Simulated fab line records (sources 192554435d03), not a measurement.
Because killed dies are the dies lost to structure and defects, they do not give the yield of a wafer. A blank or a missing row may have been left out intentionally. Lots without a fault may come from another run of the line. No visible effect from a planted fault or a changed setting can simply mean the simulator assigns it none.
Which tool is to blame? -- flow n5Finfet -- 10 lots, 28 wafers sampled, at 4 steps of a route of 1938

## WHAT THE GAUGES READ, wafer by wafer
N5_MOL_CONTACT_COAG_OVL_MEAS_41.
lot,measured,on,VD_OVL (nm)
L753,day 5 10:24,overlay-01,-1.0 -0.3 -0.3
L755,day 6 03:49,overlay-02,-0.9 -0.6 -1.4
L756,day 6 08:22,overlay-02,-0.2 0.3 0.9
L761,day 7 03:04,overlay-02,-0.3 -0.5 0.1
L762,day 7 10:43,overlay-02,-1.1 -0.6 -1.5
L763,day 7 21:12,overlay-02,-0.3 0.2 -0.5
L770,day 9 07:39,overlay-01,1.5 0.6 1.9
L773,day 10 09:11,overlay-02,-0.6 0.3
L774,day 10 11:26,overlay-02,0.1 -0.9
L775,day 10 15:17,overlay-02,-1.1 -1.3 -0.4

## WHICH TOOL RAN EACH LOT (tool, then ch and the chambers of the sampled wafers, then the start)
lot,N5_MOL_CONTACT_COAG_ALD_27,N5_MOL_CONTACT_COAG_ETCHBACK_132,N5_MOL_CONTACT_COAG_COAT_34
L753,"aldSin-01 ch 0,1,3, day 5 05:05","rieDiel-06 ch 2,3, day 5 08:33","lithoTrack-03 ch 0, day 5 09:05"
L755,"aldSin-01 ch 1,2, day 5 23:41","rieDiel-05 ch 0,2,3, day 6 02:55","lithoTrack-01 ch 0, day 6 03:28"
L756,"aldSin-03 ch 0,2,3, day 6 03:47","rieDiel-05 ch 1,2,3, day 6 07:23","lithoTrack-03 ch 0, day 6 07:56"
L761,"aldSin-01 ch 0,1, day 6 22:20","rieDiel-06 ch 1,3, day 7 02:13","lithoTrack-03 ch 0, day 7 02:45"
L762,"aldSin-01 ch 0,1,2, day 7 06:33","rieDiel-06 ch 0,3, day 7 09:44","lithoTrack-03 ch 0, day 7 10:16"
L763,"aldSin-02 ch 0,2, day 7 16:39","rieDiel-05 ch 1,3, day 7 20:14","lithoTrack-03 ch 0, day 7 20:46"
L770,"aldSin-01 ch 1,2,3, day 9 02:40","rieDiel-06 ch 0,1,2, day 9 06:41","lithoTrack-04 ch 0, day 9 07:13"
L773,"aldSin-02 ch 2, day 10 04:20","rieDiel-02 ch 0, day 10 08:21","lithoTrack-01 ch 0, day 10 08:53"
L774,"aldSin-02 ch 1,2, day 10 07:16","rieDiel-06 ch 2,3, day 10 10:35","lithoTrack-03 ch 0, day 10 11:07"
L775,"aldSin-01 ch 0,1,3, day 10 10:46","rieDiel-02 ch 1,3, day 10 14:19","lithoTrack-01 ch 0, day 10 14:51"
- N5_MOL_CONTACT_COAG_ALD_27: deposits SiOC, target thk 17 nm, pulse time 1.5 s, time 2720 s.
- N5_MOL_CONTACT_COAG_ETCHBACK_132: etches SiO2 in CHF3, target depth 10 nm, time 6.7 s.
- N5_MOL_CONTACT_COAG_COAT_34: resist thk 40 nm.

## THE ANSWER, worked out from the rows above alone
Rule: the usual values come from the lots themselves. The widest of any qualifying gaps counts: lots, ordered by their means at a reading, are off when they make up no more than a third of the lots, leave a main group of 4 or more, and stand apart from it by 3 or more times the standard deviation of that group's means. If all means in a main group match to the digits the tables above print for the reading, that group is not used. A lot without any number at a reading at which 4 lots or more have one is off too. Where the step has rows for the other lots, those lots are counted as sound.
No lot is off at any reading shown: from this, nothing can be told.

## WHAT WAS PUT IN BY THE SIMULATOR
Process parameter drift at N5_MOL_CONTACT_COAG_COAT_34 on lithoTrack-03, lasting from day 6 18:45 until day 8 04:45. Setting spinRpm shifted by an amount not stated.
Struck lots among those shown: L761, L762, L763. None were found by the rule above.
